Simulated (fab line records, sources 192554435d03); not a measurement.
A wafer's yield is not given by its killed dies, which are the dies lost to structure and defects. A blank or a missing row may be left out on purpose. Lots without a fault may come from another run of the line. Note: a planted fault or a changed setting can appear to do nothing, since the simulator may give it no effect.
Struck lot and sound lot, side by side	flow n5-finfet	35 steps out of a route of 1938
Sound: wafers L593.1, L593.5, L593.6. Struck: wafer L595.1 (left out: L595.4, L595.5 of the same lot, which were not struck); the cause appears at the end.
Per side, at each step with rows, come the tool, then ch with its chambers, and then its first start. Under that, the readings that differ: sound wafers	struck wafers	difference of the means	sigmas: that difference in standard deviations of wafers without a fault.
alike: words and numbers the same on both sides, and readings whose means are apart by under 2 such deviations; not compared: readings that were withheld, readings missing a value for some wafer, numbers with overlapping values and no deviation given by the record, and bounds like >300 which may hide the same value.
Wherever a step has rows on one side only, a row that says differs or no value, or a row with sigmas, the two part there. When numbers do not overlap yet have no deviation, they are printed without sigmas and do not part them. A reading that every wafer of one side lacks parts them only if that side has two wafers or more.

first, 8 steps without rows for these wafers: N5_BEOL_M7_SPUTTER_48 (material Cu, target thk 10 nm, time 1.667 s); N5_BEOL_M7_ECD_50 (material Cu, target thk 300 nm); N5_BEOL_M7_ANNEAL_51 (time 90 s); N5_BEOL_M7_CMP_52 (polishes, stops on SiCOH lowk, t overpolish 6.9 s, target thk 80 nm); N5_BEOL_M7_PRE_CLEAN_55 (time 15 s); N5_BEOL_M7_DEP_56 (deposits SiCN from 3MS/NH3, target thk 10 nm, time 17.5 s); N5_BEOL_M8_ILD_DEP_00 (deposits SiCOH lowk from DEMS/porogen, target thk 179.75 nm, time 33.4 s); N5_BEOL_M8_CURE_74 (cures SiCOH lowk, time 240 s).
N5_BEOL_M8_PECVD_70: deposits SiO2 from TEOS/O2, target thk 20 nm, time 22.7 s.
  sound on pecvd-04 ch 0,2, day 10 10:38; struck on pecvd-04 ch 0, day 10 12:21
reading	sound	struck	difference	sigmas
model.SiO2_of_BEOL_M8_PECVD_70.thk-nm (nm)	20.4 19.8 20.6	18.4	-1.9	
  alike: heater-power-outer-w, heater-power-w, showerhead-plenum-p-Torr, showerhead-vpp-V, throttle-valve-pct
then, 25 steps without rows for these wafers: N5_BEOL_M8_HM_DEP_02 (deposits TiN, target thk 20 nm); N5_BEOL_M8_COAT_59 (time 60 s, resist thk 100 nm); N5_BEOL_M8_COAT_60 (time 60 s, resist thk 35 nm); N5_BEOL_M8_COAT_05 (resist thk 90 nm); N5_BEOL_M8_EBR_07; N5_BEOL_M8_SOFTBAKE_06 (time 60 s); N5_BEOL_M8_EXPOSE_08 (exposes mask M8); N5_BEOL_M8_PEB_09 (peb time 60 s); N5_BEOL_M8_DEVELOP_10 (develop time 30 s); N5_BEOL_M8_DESCUM_16 (chemistry O2, time 7.9 s); N5_BEOL_M8_ETCH_61 (etches SiARC in CF4, target depth 45.5 nm, time 75.8 s); N5_BEOL_M8_ETCH_62 (etches SOC in N2/H2, target depth 110 nm, overetch 22 nm, time 165 s); N5_BEOL_M8_STRIP_68 (strips in N2/H2); N5_BEOL_M8_STRIP_67 (strips in CF4); N5_BEOL_M8_HM_OPEN_17 (chemistry Cl2/BCl3, target TiN, target depth 20 nm, overetch 6 nm); N5_BEOL_M8_STRIP_19 (strips in O2); N5_BEOL_M8_COAT_63 (time 60 s, resist thk 60 nm); N5_BEOL_M8_COAT_64 (time 60 s, resist thk 12 nm); N5_BEOL_M8_COAT_71 (time 60 s, resist thk 5 nm); N5_BEOL_M8_COAT_22 (resist thk 30 nm); N5_BEOL_M8_EBR_24; N5_BEOL_M8_SOFTBAKE_23 (time 60 s); N5_BEOL_M8_EXPOSE_25 (exposes mask V7, target cd 40 nm); N5_BEOL_M8_PEB_26 (peb time 60 s); N5_BEOL_M8_DEVELOP_27 (develop time 30 s).
N5_BEOL_M8_HM_STRIP_39: strips TiN in peroxide tin strip, target depth 25 nm, time 158 s.
  sound on wet-bench-03 ch 1,3,4, day 10 15:35; struck on wet-bench-04 ch 1, day 10 18:49
reading	sound	struck	difference	sigmas
model.SiO2_of_BEOL_M8_PECVD_70.thk-nm (nm)	20.2 19.8 20.4	18.2	-1.9	

WHERE THEY PART
Nowhere in this record.

WHY: the cause the simulator had injected
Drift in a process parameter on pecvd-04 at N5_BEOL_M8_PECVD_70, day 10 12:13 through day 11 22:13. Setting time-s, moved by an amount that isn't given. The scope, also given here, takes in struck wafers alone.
